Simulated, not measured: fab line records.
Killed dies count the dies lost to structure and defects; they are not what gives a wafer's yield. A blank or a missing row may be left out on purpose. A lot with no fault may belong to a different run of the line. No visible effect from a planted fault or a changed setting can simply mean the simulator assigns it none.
Problem report, 8D (eight disciplines) form, completed by code -- flow n5Finfet -- the parts of the form that need people (team, actions taken, sign-off) are left out

## 1. PROBLEM STATEMENT
Across 6 wafers from 2 lots, IOFF_N at N5_BEOL_M4_RC_MEAS_101 averages 1.431 nA/um, while fault-free wafers read 0.155 nA/um with a standard deviation of 0.021. That puts it +61 standard deviations away from the usual mean.
Earliest sighting: wafer L688.2 on prober-02 at day 9 15:51. At this step, 27 wafers from 9 lots have a number in the record. Rule for "out" (also "out of limits"): further than 4 standard deviations from the usual mean. All remaining wafers that have a number are taken as sound.

## 2. WHAT THIS IS AND IS NOT
question,is,is not
which readings at this step,"IOFF_N, CJ_N, DIBL_N, IOFF_N_85C, IOFF_N_LIN, RS_PWELL, SS_N","DIBL_P, IOFF_P, ION_P, VT_P"
which lots,"L688, L692","L682, L686, L687, L689, L703, L704, L705"
which wafers of those lots,all that have a number,-
read on which gauges,prober-02,prober-01
when,from day 9 15:51,"up to then (9 sound wafers); but 12 sound wafers of L689, L703, L704, L705 came after"

## 3. THE SUSPECTS, EACH WITH WHAT RULES IT OUT
Counting: a tool stays on the suspect list if, at a process step up to the reading, it processed all lots that are out and no sound lot following the first of them.
- the gauge at N5_BEOL_M4_RC_MEAS_101: ruled out. All the wafers that are out were read on prober-02, but those of them that N5_WELL_APT_IMPLANT_32 has rows for are out there too, on other tools.
- implanter-01 at N5_WELL_APT_IMPLANT_32: ruled out as a lasting fault. Following L688 (day 3 03:55), the first lot on it that is out, the sound lots L704 were run on it.
Left after counting: nothing in the record.

## 4. THE CAUSE (what the simulator had put in)
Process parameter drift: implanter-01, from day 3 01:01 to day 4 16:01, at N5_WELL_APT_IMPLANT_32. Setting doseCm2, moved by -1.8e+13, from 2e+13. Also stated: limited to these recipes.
It was ruled out by counting, in error; the rule expects a fault to strike all lots run on its tool from its start on, and this fault did not.

## 5. THE CHAIN OF EFFECTS, in route order
Each row: a reading where the mean over the struck wafers with a number is more than 3 standard deviations away from the usual. Readings are gone through only where the record gives a usual standard deviation; hours: the median, over the lots, of the time from a lot's start at the first step in this table giving one to that lot's start at this step; sigmas: the change measured in usual standard deviations.
hours,step,reading,usual,on struck wafers,change,sigmas
0,N5_WELL_APT_IMPLANT_32,doseIonsCm2,1.9999e+13,2.0050e+12,-1.7994e+13,-99 or more
0,N5_WELL_APT_IMPLANT_32,faradayCurrentUA,254,26,-228,-52
155,N5_BEOL_M4_RC_MEAS_101,CJ_N,4.33,1.41,-2.92,-36
155,N5_BEOL_M4_RC_MEAS_101,DIBL_N,36.4 mV/V,53.6,+17.2,+11
155,N5_BEOL_M4_RC_MEAS_101,IOFF_N,0.155 nA/um,1.431,+1.276,+61
155,N5_BEOL_M4_RC_MEAS_101,IOFF_N_85C,3.0 nA/um,19.8,+16.8,+48
155,N5_BEOL_M4_RC_MEAS_101,IOFF_N_LIN,0.072 nA/um,0.143,+0.071,+8.7
155,N5_BEOL_M4_RC_MEAS_101,RS_PWELL,3008 ohm/sq,3192,+184,+6.8
155,N5_BEOL_M4_RC_MEAS_101,SS_N,71.5 mV/dec,91.2,+19.7,+39
254,N5_PASSIVATION_PROBE_49,sortNPass,1080,0,-1080,-68
254,N5_PASSIVATION_PROBE_49,sortYieldPct,91.5 %,0.0,-91.5,-65
It contains these process steps:
- N5_WELL_APT_IMPLANT_32
- N5_PASSIVATION_PROBE_49

## 6. HOW IT WOULD HAVE BEEN CAUGHT EARLIER
Counted from the fault's start at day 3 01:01, it took 159 hours until the first out-of-limits reading at a measuring or inspecting step in this record, taken at day 9 15:51.
The tool's own readings at N5_WELL_APT_IMPLANT_32 were out on every struck wafer that the step has a row for (doseIonsCm2, faradayCurrentUA): an alarm limit on them would have fired on the first of those.
